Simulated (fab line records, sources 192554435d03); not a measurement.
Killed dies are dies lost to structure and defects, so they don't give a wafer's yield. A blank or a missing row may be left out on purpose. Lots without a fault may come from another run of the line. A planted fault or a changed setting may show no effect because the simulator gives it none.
Which tool did it? | flow n5_finfet | 11 lots, 33 wafers sampled, at 1 step of a route of 1938

WHAT THE GAUGES READ, wafer by wafer
N5_BEOL_M8_INSPECT_13: inspects for defects (brightfield).
lot  | measured     | on                | raw_defect_count
L908 | day 8 23:16  | defect_inspect-01 | 379 364 400
L907 | day 8 23:37  | defect_inspect-01 | 504 309 383
L909 | day 9 17:32  | defect_inspect-02 | 343 257 387
L910 | day 10 01:15 | defect_inspect-02 | 351 350 328
L914 | day 11 01:02 | defect_inspect-02 | 366 836 379
L915 | day 11 07:31 | defect_inspect-01 | 390 383 283
L919 | day 12 06:29 | defect_inspect-01 | 395 448 407
L920 | day 12 14:29 | defect_inspect-02 | 303 430 275
L927 | day 14 21:29 | defect_inspect-01 | 468 754 529
L928 | day 15 06:04 | defect_inspect-02 | 533 544 448
L929 | day 15 13:26 | defect_inspect-02 | 327 308 305

WHICH TOOL RAN EACH LOT (tool, then ch and the chambers of the sampled wafers, then the start)
The record holds no process step before these readings.

THE ANSWER, worked out from the rows above alone
Rule: what is usual is taken from the lots themselves. Put in order of their means at a reading, lots are off if they are a third of the lots or fewer, leave a main group of 4 or more, and stand apart from it by a gap of 3 or more times the standard deviation of the main group's means; of several such gaps the widest counts. A main group whose means are all the same, to the digits that the tables above print for the reading, isn't used. A lot without any number at a reading at which 4 lots or more have one is off too. The other lots that the step has rows for count as sound.
No lot is off at any reading shown: from this, nothing can be told.

WHAT THE SIMULATOR HAD PUT IN
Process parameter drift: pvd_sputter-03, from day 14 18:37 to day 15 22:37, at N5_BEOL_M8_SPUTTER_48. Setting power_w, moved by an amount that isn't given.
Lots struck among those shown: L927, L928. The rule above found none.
